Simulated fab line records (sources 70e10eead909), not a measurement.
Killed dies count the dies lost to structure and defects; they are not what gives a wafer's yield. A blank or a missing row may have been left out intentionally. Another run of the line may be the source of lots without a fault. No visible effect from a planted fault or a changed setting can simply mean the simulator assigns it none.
fab line records + flow nand_harc
record:
- lots: 6
- wafers: 18
- last_day: 33
route steps=1302 shown A_SLIT@942 A_SIN_REMOVE@947 A_WL_FILL@952 END@1302
lots untouched by any fault: they come from a run of this same line in which no faults occurred
start_h: the number of hours between the record's first day and the start of the first shown wafer of the lot + wait_h: hours elapsed since this lot's preceding step + " identical to the entry in the row above + L1.1+2: one row covering several wafers at once + - no value, or no start was given + * or withheld: withheld + < > ~ a bound
route shown NAME@n: names a module that has steps shown in the file, with the first one's number in the route + usual: average and standard deviation across the fault-free wafers + same: alike in all rows + chamber/n: place in a boat + sites: readings site by site + _std_site: standard deviation across them + _edge_site: inner sites' mean taken away from outer sites' mean + radius_mm: for every site, how far away it sits from the centre of the wafer + mask NAME#n: copy n + behind: the most recent tool/chamber to have shaped the wafer + hold: the reason the lot was held/the length of the hold in hours/how it ended + device: the n, p or np transistor that did not switch + end of line: the same wafers' tests at the end of the route + a step given without rows: its recipe and nothing more + killed: count of dies lost to structure and defects at first sort (not the wafer's yield) + map: shows each die of a wafer: x if killed, . if not, _ if none is there
set.NAME: the setting the step ran with; set.NAME@STEP: the setting that earlier step ran with + model.NAME: the simulator's own value behind a step, which no gauge read
lots at selected steps of the route; one table per step, one row per wafer
services: when a tool's chamber went out of use (start_h, in hours from the record's first day, below 0 if earlier), for how many hours, and the reason
== steps ==
step: NHARC_A_SLIT_ETCH_29
recipe:
- target_depth_a: 1000
- overetch_a: 100
- time_s: 55
- ion_energy_ev: 100
- cf4_flow_sccm: 80
- o2_flow_sccm: 20
- ar_flow_sccm: 0
- rf_w: 300
- bias_w: 100
- chemistry: CF4/O2
usual:
- drypump_motor_current_A: 5.6/0.55
- oes_product_au: 1.002/0.0074
- rf_vpp_V: 198.1/1.2
- showerhead_plenum_p_Torr: 1.35/0.046
- throttle_valve_pct: 13.397/0.0085
| lot.wafer | tool        | chamber | start_h | wait_h | drypump_motor_current_A | oes_product_au | rf_hours_counter_h | rf_vpp_V | showerhead_plenum_p_Torr | throttle_valve_pct |
|-----------|-------------|---------|---------|--------|-------------------------|----------------|--------------------|----------|--------------------------|--------------------|
| L106.1    | rie_diel-02 | 2       | 461.11  | 0.1    | 6.4                     | 0.984          | 2.8                | 198.6    | 1.37                     | 13.384             |
| L106.4    | "           | 0       | "       | "      | 5.8                     | 0.991          | 2.9                | 198.0    | 1.34                     | 13.410             |
| L106.5    | "           | 3       | "       | "      | 6.3                     | 0.986          | -                  | 199.4    | 1.43                     | 13.398             |
| L114.2    | rie_diel-04 | 0       | 552.32  | 0.1    | 4.9                     | 0.999          | 1.6                | 196.5    | 1.30                     | 13.405             |
| L114.3    | "           | 1       | "       | "      | 5.5                     | 0.991          | 2.1                | 197.8    | 1.34                     | 13.403             |
| L114.1    | "           | 3       | "       | "      | 5.9                     | 0.999          | 1.5                | 198.5    | 1.40                     | 13.396             |
| L117.1    | rie_diel-13 | 3       | 571.09  | 0.1    | 5.9                     | 1.015          | 3.7                | 197.1    | 1.32                     | 13.398             |
| L117.2    | "           | 2       | "       | "      | 5.5                     | 1.013          | 4.1                | 195.8    | 1.27                     | 13.407             |
| L117.6    | "           | 3       | "       | "      | 5.9                     | 0.995          | -                  | 199.4    | 1.32                     | 13.397             |
| L116.2    | rie_diel-13 | 1       | 574.94  | 0.1    | 6.6                     | 0.999          | 3.8                | 199.3    | 1.38                     | 13.397             |
| L116.3    | "           | 2       | "       | "      | 5.5                     | 1.006          | 4.3                | 197.4    | 1.27                     | 13.385             |
| L116.1    | "           | 0       | "       | "      | 5.6                     | 0.994          | 3.4                | 196.8    | 1.29                     | 13.404             |
| L128.4    | rie_diel-04 | 0       | 678.14  | 0.1    | 4.9                     | 1.011          | 7.7                | 197.8    | 1.30                     | 13.385             |
| L128.2    | "           | 1       | "       | "      | 5.5                     | 0.996          | 7.3                | 197.6    | 1.34                     | 13.405             |
| L128.5    | "           | 0       | "       | "      | 4.9                     | 0.996          | -                  | 198.6    | 1.30                     | 13.395             |
| L129.4    | rie_diel-13 | 0       | 692.40  | 0.1    | 5.6                     | 0.994          | 8.9                | 196.2    | 1.29                     | 13.393             |
| L129.3    | "           | 3       | "       | "      | 5.9                     | 0.996          | 9.8                | 198.4    | 1.32                     | 13.394             |
| L129.6    | "           | 1       | "       | "      | 6.6                     | 0.997          | -                  | 198.1    | 1.38                     | 13.378             |
step: NHARC_A_SLIT_STRIP_18
recipe:
- o2_flow_sccm: 500
- ar_flow_sccm: 0
- bias_w: 0
- chemistry: O2
usual:
- drypump_motor_current_A: 5.6/0.53
- oes_product_au: 1.000/0.0084
- rf_vpp_V: 57.8/0.9
- showerhead_plenum_p_Torr: 3.56/0.12
- throttle_valve_pct: 17.037/0.0092
| lot.wafer | tool        | chamber | start_h | wait_h | drypump_motor_current_A | oes_product_au | rf_hours_counter_h | rf_vpp_V | showerhead_plenum_p_Torr | throttle_valve_pct |
|-----------|-------------|---------|---------|--------|-------------------------|----------------|--------------------|----------|--------------------------|--------------------|
| L106.1    | rie_diel-02 | 1       | -       | -      | 5.1                     | 0.988          | 2.4                | 59.0     | 3.72                     | 17.032             |
| L106.4    | "           | 2       | "       | "      | 6.4                     | 0.994          | 2.9                | 56.9     | 3.62                     | 17.020             |
| L106.5    | "           | 2       | "       | "      | 6.4                     | 0.992          | -                  | 58.0     | 3.62                     | 17.037             |
| L114.2    | rie_diel-04 | 1       | -       | -      | 5.5                     | 0.995          | 2.2                | 57.4     | 3.55                     | 17.044             |
| L114.3    | "           | 2       | "       | "      | 5.0                     | 0.997          | 2.1                | 57.8     | 3.65                     | 17.043             |
| L114.1    | "           | 3       | "       | "      | 5.9                     | 0.993          | 1.5                | 59.8     | 3.69                     | 17.025             |
| L117.1    | rie_diel-13 | 0       | -       | -      | 5.6                     | 1.008          | 3.3                | 57.4     | 3.42                     | 17.035             |
| L117.2    | "           | 2       | "       | "      | 5.5                     | 1.014          | 4.1                | 56.7     | 3.37                     | 17.038             |
| L117.6    | "           | 0       | "       | "      | 5.6                     | 0.999          | -                  | 57.2     | 3.42                     | 17.058             |
| L116.3    | rie_diel-13 | 1       | -       | -      | 6.7                     | 0.999          | 3.9                | 58.1     | 3.65                     | 17.039             |
| L116.2    | "           | 2       | "       | "      | 5.5                     | 1.010          | 4.3                | 58.7     | 3.37                     | 17.043             |
| L116.1    | "           | 3       | "       | "      | 6.0                     | 1.003          | 3.9                | 60.3     | 3.50                     | 17.037             |
| L128.2    | rie_diel-04 | 0       | -       | -      | 4.9                     | 0.994          | 7.7                | 57.0     | 3.44                     | 17.032             |
| L128.4    | "           | 1       | "       | "      | 5.6                     | 0.997          | 7.4                | 58.3     | 3.55                     | 17.053             |
| L128.5    | "           | 0       | "       | "      | 4.9                     | 1.004          | -                  | 57.1     | 3.44                     | 17.030             |
| L129.4    | rie_diel-13 | 1       | -       | -      | 6.7                     | 1.002          | 10.1               | 57.1     | 3.64                     | 17.019             |
| L129.3    | "           | 3       | "       | "      | 5.9                     | 1.008          | 9.9                | 57.5     | 3.50                     | 17.040             |
| L129.6    | "           | 0       | "       | "      | 5.6                     | 1.017          | -                  | 56.9     | 3.41                     | 17.038             |
step: NHARC_A_SLIT_PRECLEAN_19
recipe:
- time_s: *
- temp_c: 50
- bath_age_min: 0
- chemistry: SC1
step: NHARC_A_SLIT_SRD_20
step: NHARC_A_SLIT_CD_MEAS_21
usual:
- cd_nm: 289.9/0.68
| lot.wafer | tool      | chamber | start_h | wait_h | cd_nm |
|-----------|-----------|---------|---------|--------|-------|
| L106.1    | cd_sem-01 | -       | 461.65  | -      | 288.4 |
| L106.4    | "         | -       | "       | "      | 288.3 |
| L106.5    | "         | -       | "       | "      | 289.0 |
| L114.1    | cd_sem-01 | -       | 552.85  | -      | 289.9 |
| L114.2    | "         | -       | "       | "      | 289.5 |
| L114.3    | "         | -       | "       | "      | 289.7 |
| L117.1    | cd_sem-02 | -       | 571.62  | -      | 288.7 |
| L117.2    | "         | -       | "       | "      | 289.0 |
| L117.6    | "         | -       | "       | "      | 289.1 |
| L116.1    | cd_sem-03 | -       | 575.46  | -      | 290.7 |
| L116.2    | "         | -       | "       | "      | 290.1 |
| L116.3    | "         | -       | "       | "      | 290.5 |
| L128.2    | cd_sem-01 | -       | 678.67  | -      | 288.6 |
| L128.4    | "         | -       | "       | "      | 288.8 |
| L128.5    | "         | -       | "       | "      | 288.7 |
| L129.3    | cd_sem-02 | -       | 692.94  | -      | 289.9 |
| L129.4    | "         | -       | "       | "      | 290.2 |
| L129.6    | "         | -       | "       | "      | 289.3 |
step: NHARC_A_SIN_REMOVE_WET_00
recipe:
- temp_c: 160
- time_s: 15300
- chemistry: H3PO4
step: NHARC_A_SIN_REMOVE_PRECLEAN_01
recipe:
- time_s: *
- temp_c: 50
- bath_age_min: 0
- chemistry: SC1
step: NHARC_A_SIN_REMOVE_SRD_02
step: NHARC_A_SIN_REMOVE_INSPECT_04
usual:
- raw_defect_count: 372/78
| lot.wafer | tool              | chamber | start_h | wait_h | raw_defect_count |
|-----------|-------------------|---------|---------|--------|------------------|
| L106.1    | defect_inspect-01 | -       | 468.28  | 0.0    | 359              |
| L106.4    | "                 | -       | "       | "      | 344              |
| L106.5    | "                 | -       | "       | "      | 287              |
| L114.1    | defect_inspect-02 | -       | 562.59  | 0.0    | 320              |
| L114.2    | "                 | -       | "       | "      | 351              |
| L114.3    | "                 | -       | "       | "      | 453              |
| L117.1    | defect_inspect-02 | -       | 578.20  | 0.0    | 399              |
| L117.2    | "                 | -       | "       | "      | 534              |
| L117.6    | "                 | -       | "       | "      | 444              |
| L116.1    | defect_inspect-01 | -       | 582.03  | 0.0    | 424              |
| L116.2    | "                 | -       | "       | "      | 366              |
| L116.3    | "                 | -       | "       | "      | 302              |
| L128.2    | defect_inspect-01 | -       | 685.30  | 0.0    | 264              |
| L128.4    | "                 | -       | "       | "      | 277              |
| L128.5    | "                 | -       | "       | "      | 251              |
| L129.3    | defect_inspect-01 | -       | 699.54  | 0.0    | 414              |
| L129.4    | "                 | -       | "       | "      | 385              |
| L129.6    | "                 | -       | "       | "      | 409              |
step: NHARC_A_WL_FILL_ALD_00
recipe:
- target_thk_a: 30
- pulse_time_s: 3
- ald_cycles: 30
- temp_c: 300
- material: Al2O3
usual:
- ald_cycles: 30/0
- heater_power_w: 460/64
- precursor_pulse_height_rel: 0.998/0.019
| lot.wafer | tool      | chamber | start_h | wait_h | ald_cycles | heater_power_w | precursor_pulse_height_rel |
|-----------|-----------|---------|---------|--------|------------|----------------|----------------------------|
| L106.1    | ald_hk-04 | 1       | 468.35  | 0.1    | 30         | 530            | 0.979                      |
| L106.4    | "         | 2       | "       | "      | 30         | 368            | 1.018                      |
| L106.5    | "         | 1       | "       | "      | 30         | 503            | 0.991                      |
| L114.3    | ald_hk-04 | 0       | 562.66  | 0.1    | 30         | 411            | 0.986                      |
| L114.1    | "         | 1       | "       | "      | 30         | 515            | 0.966                      |
| L114.2    | "         | 2       | "       | "      | 30         | 376            | 0.999                      |
| L117.2    | ald_hk-04 | 3       | 578.27  | 0.1    | 30         | 465            | 0.996                      |
| L117.1    | "         | 2       | "       | "      | 30         | 382            | 0.981                      |
| L117.6    | "         | 3       | "       | "      | 30         | 465            | 0.993                      |
| L116.1    | ald_hk-04 | 2       | 582.10  | 0.1    | 30         | 379            | 1.000                      |
| L116.2    | "         | 0       | "       | "      | 30         | 410            | 1.024                      |
| L116.3    | "         | 1       | "       | "      | 30         | 516            | 1.010                      |
| L128.4    | ald_hk-04 | 1       | 685.37  | 0.1    | 30         | 490            | 0.996                      |
| L128.2    | "         | 0       | "       | "      | 30         | 425            | 1.012                      |
| L128.5    | "         | 1       | "       | "      | 30         | 500            | 1.001                      |
| L129.3    | ald_hk-03 | 2       | 699.63  | 0.1    | 30         | 374            | 1.008                      |
| L129.4    | "         | 0       | "       | "      | 30         | 451            | 1.002                      |
| L129.6    | "         | 1       | "       | "      | 30         | 440            | 0.984                      |
step: NHARC_A_WL_FILL_RTA_01
recipe:
- temp_c: 1000
- time_s: 5
usual:
- lamp_power_pct: 32.8/0.88
- lamp_zone_4_pct: 32.8/0.88
- wafer_temp_C_max: 1005.8/2.1
| lot.wafer | tool          | chamber | start_h | wait_h | lamp_power_pct | lamp_zone_4_pct | wafer_temp_C_max |
|-----------|---------------|---------|---------|--------|----------------|-----------------|------------------|
| L106.1    | rtp_anneal-02 | 0       | 468.61  | -      | 33.7           | 33.6            | 1005.1           |
| L106.4    | "             | 0       | "       | "      | 33.6           | 33.6            | 1004.3           |
| L106.5    | "             | 0       | "       | "      | 33.7           | 33.6            | 1003.3           |
| L114.1    | rtp_anneal-01 | 0       | 562.94  | -      | 31.9           | 31.9            | 1006.8           |
| L114.2    | "             | 0       | "       | "      | 31.8           | 31.9            | 1007.3           |
| L114.3    | "             | 0       | "       | "      | 31.9           | 31.9            | 1008.7           |
| L117.1    | rtp_anneal-02 | 0       | 578.54  | -      | 33.7           | 33.7            | 1004.4           |
| L117.2    | "             | 0       | "       | "      | 33.6           | 33.7            | 1005.0           |
| L117.6    | "             | 0       | "       | "      | 33.7           | 33.7            | 1003.9           |
| L116.1    | rtp_anneal-01 | 0       | 582.36  | -      | 31.9           | 31.9            | 1011.0           |
| L116.2    | "             | 0       | "       | "      | 31.9           | 32.0            | 1005.4           |
| L116.3    | "             | 0       | "       | "      | 31.9           | 31.9            | 1008.7           |
| L128.2    | rtp_anneal-01 | 0       | 685.66  | -      | 31.8           | 31.8            | 1011.4           |
| L128.4    | "             | 0       | "       | "      | 31.9           | 31.9            | 1006.4           |
| L128.5    | "             | 0       | "       | "      | 31.8           | 31.9            | 1006.1           |
| L129.3    | rtp_anneal-01 | 0       | 699.92  | -      | 31.8           | 31.9            | 1008.1           |
| L129.4    | "             | 0       | "       | "      | 31.9           | 31.9            | 1005.7           |
| L129.6    | "             | 0       | "       | "      | 31.9           | 31.9            | 1009.3           |
step: NHARC_A_WL_FILL_ALD_02
recipe:
- target_thk_a: 20
- pulse_time_s: 3
- ald_cycles: 100
- temp_c: 450
- material: TiN
usual:
- ald_cycles: 100/0
- heater_power_w: 1042/140
- precursor_pulse_height_rel: 1.003/0.021
| lot.wafer | tool         | chamber | start_h | wait_h | ald_cycles | heater_power_w | precursor_pulse_height_rel |
|-----------|--------------|---------|---------|--------|------------|----------------|----------------------------|
| L106.1    | ald_metal-04 | 2       | 468.83  | 0.2    | 100        | 1199           | 1.004                      |
| L106.4    | "            | 3       | "       | "      | 100        | 1000           | 0.998                      |
| L106.5    | "            | 3       | "       | "      | 100        | 1009           | 0.979                      |
| L114.3    | ald_metal-04 | 1       | 563.15  | 0.1    | 100        | 1283           | 1.021                      |
| L114.1    | "            | 2       | "       | "      | 100        | 1202           | 1.011                      |
| L114.2    | "            | 3       | "       | "      | 100        | 941            | 1.023                      |
| L117.1    | ald_metal-04 | 0       | 578.75  | 0.2    | 100        | 952            | 1.010                      |
| L117.2    | "            | 3       | "       | "      | 100        | 927            | 0.986                      |
| L117.6    | "            | 1       | "       | "      | 126        | 1270           | 1.021                      |
| L116.2    | ald_metal-04 | 1       | 582.58  | 0.2    | 100        | 1240           | 1.001                      |
| L116.1    | "            | 2       | "       | "      | 100        | 1174           | 1.034                      |
| L116.3    | "            | 0       | "       | "      | 126        | 974            | 1.000                      |
| L128.2    | ald_metal-02 | 0       | 685.88  | 0.2    | 100        | 799            | 0.997                      |
| L128.4    | "            | 1       | "       | "      | 100        | 1005           | 0.987                      |
| L128.5    | "            | 0       | "       | "      | 100        | 829            | 1.013                      |
| L129.3    | ald_metal-02 | 0       | 700.08  | 0.1    | 100        | 817            | 1.025                      |
| L129.4    | "            | 2       | "       | "      | 100        | 979            | 1.031                      |
| L129.6    | "            | 1       | "       | "      | 100        | 1015           | 0.993                      |
step: NHARC_END_SORT_01
recipe:
- temp_c: 25
usual:
- killed_at_array: 59/17
- killed_at_other: 0.7/0.9
- killed_at_periphery: 3.6/2.3
- killed_dies: 63/18
- killed_open: 3.4/1.9
- killed_short: 2.6/1.7
same:
- gross_dies: 677
| lot.wafer | tool      | chamber | start_h | wait_h | killed_at_array | killed_at_other | killed_at_periphery | killed_dies | killed_open | killed_short |
|-----------|-----------|---------|---------|--------|-----------------|-----------------|---------------------|-------------|-------------|--------------|
| L106.1    | prober-01 | 0       | 570.54  | 2.5    | 57              | 0               | 1                   | 58          | 3           | 1            |
| L106.4    | prober-01 | 0       | 572.95  | 3.4    | 49              | 0               | 1                   | 50          | 5           | 0            |
| L106.5    | prober-01 | 0       | 573.76  | 3.7    | 60              | 1               | 3                   | 64          | 3           | 1            |
| L117.1    | prober-01 | 0       | 682.72  | 2.5    | 54              | 0               | 5                   | 59          | 7           | 2            |
| L117.2    | prober-01 | 0       | 683.51  | 2.8    | 54              | 0               | 1                   | 55          | 2           | 4            |
| L117.6    | prober-01 | 0       | 686.68  | 4.0    | 59              | 0               | 5                   | 64          | 5           | 5            |
killed by level:class
L106.1 A_CHANNEL_HOLE_D2:chamber_film_flake=35 A_CONTACT:chamber_film_flake=8 A_ZERO_WELL:chamber_film_flake=3 A_STAIRCASE:chamber_film_flake=3 A_CHANNEL_FILL_D1:chamber_film_flake=2 A_SOURCE_PLATE:geometric_particle:short=1 A_ONON_D2:geometric_particle:open=1 A_CHANNEL_FILL_D2:geometric_particle:open=1
L106.4 A_CHANNEL_HOLE_D2:chamber_film_flake=31 A_CONTACT:chamber_film_flake=7 A_ZERO_WELL:chamber_film_flake=3 P_CONTACT:geometric_particle:open=1 A_ONON_D1:geometric_particle:open=1 A_CHANNEL_FILL_D1:geometric_particle:open=1 A_DECK1_JOINT:geometric_particle:open=1 A_M0:geometric_particle:open=1
L106.5 A_CHANNEL_HOLE_D2:chamber_film_flake=31 A_CONTACT:chamber_film_flake=9 A_ZERO_WELL:chamber_film_flake=5 A_STAIRCASE:chamber_film_flake=3 A_SGD_CUT:chamber_film_flake=3 P_STI:chamber_film_flake=2 A_CHANNEL_HOLE_D1:chamber_film_flake=2 A_CHANNEL_FILL_D1:chamber_film_flake=2
L117.1 A_CHANNEL_HOLE_D1:chamber_film_flake=31 A_CONTACT:chamber_film_flake=8 A_SLIT:chamber_film_flake=3 P_CONTACT:geometric_particle:open=2 A_CHANNEL_FILL_D1:geometric_particle:open=2 A_CHANNEL_HOLE_D2:chamber_film_flake=2 P_M2:geometric_particle:short=1 A_ONON_D1:geometric_particle:open=1
L117.2 A_CHANNEL_HOLE_D1:chamber_film_flake=33 A_CONTACT:chamber_film_flake=10 P_GATE:geometric_particle:open=1 A_ONON_D1:geometric_particle:short=1 A_CHANNEL_FILL_D1:geometric_particle:short=1 A_CHANNEL_HOLE_D2:geometric_particle:open=1 A_CHANNEL_FILL_D2:geometric_particle:short=1 A_M0:geometric_particle:short=1
L117.6 A_CHANNEL_HOLE_D1:chamber_film_flake=35 A_CONTACT:chamber_film_flake=6 A_SLIT:chamber_film_flake=3 A_ONON_D1:geometric_particle:open=2 P_ZERO_WELL:chamber_film_flake=2 A_CHANNEL_HOLE_D2:unspecified=2 P_STI:geometric_particle:short=1 P_GATE:geometric_particle:open=1
== services ==
| tool         | chamber | start_h | hours | kind   |
|--------------|---------|---------|-------|--------|
| ald_metal-02 | 3       | 467.76  | 20.0  | repair |
| rie_diel-04  | 1       | 470.09  | 27.1  | repair |
| ald_metal-04 | -       | 474.00  | 10.0  | pm     |
| rie_diel-13  | -       | 519.47  | 9.0   | pm     |
| rie_diel-02  | 2       | 529.10  | 2.8   | repair |
| rie_diel-04  | -       | 531.90  | 9.0   | pm     |
| rie_diel-04  | 2       | 568.03  | 3.5   | repair |
| rie_diel-02  | -       | 571.36  | 9.0   | pm     |
| rie_diel-13  | 2       | 586.78  | 12.7  | repair |
| rie_diel-02  | 3       | 589.68  | 8.4   | repair |
| ald_metal-02 | -       | 610.00  | 10.0  | pm     |
| ald_hk-04    | -       | 610.32  | 10.0  | pm     |
| rie_diel-04  | 0       | 613.01  | 8.8   | repair |
| rie_diel-04  | 2       | 615.28  | 4.2   | repair |
| rie_diel-04  | 1       | 616.44  | 17.4  | repair |
| rie_diel-04  | 0       | 631.12  | 7.6   | repair |
| rie_diel-04  | 3       | 631.85  | 4.4   | repair |
| ald_metal-04 | -       | 652.00  | 10.0  | pm     |
| rie_diel-13  | 2       | 657.95  | 4.7   | repair |
| rie_diel-04  | 0       | 663.11  | 4.3   | repair |
| rie_diel-04  | -       | 675.13  | 0.4   | repair |
| ald_hk-04    | -       | 678.81  | 1.0   | repair |
| rie_diel-13  | -       | 696.47  | 9.0   | pm     |
| ald_metal-04 | 1       | 698.06  | 3.2   | repair |
== key ==
first_sign:
- step: NHARC_A_WL_FILL_ALD_02
- reading: ald_cycles
- direction: up
- sigmas: 99+
- usual: 100
- struck: 126
effect none on later readings
met_at NHARC_A_WL_FILL_ALD_02
struck_wafers L116.3,L117.6
tester_left_out L116,L117
onset_between 563.15 578.75
fault:
- kind: process_parameter_drift
- tool: ald_metal-04
- chamber: -
- onset_h: 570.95
- steps: NHARC_A_WL_FILL_ALD_02
- channel: ald_cycles
- offset: 26
- shape: step
- end_h: 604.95
- scope: struck_wafers_only
- acts_in: these_recipes_only
- stated: 100
tester_left_out: of these lots the tester's yield and bins aren't shown, on N5 and GAA mostly nor the transistor test; their killed dies are dies lost to structure and defects alone, not to doping, threshold or leakage, so they don't give the yield
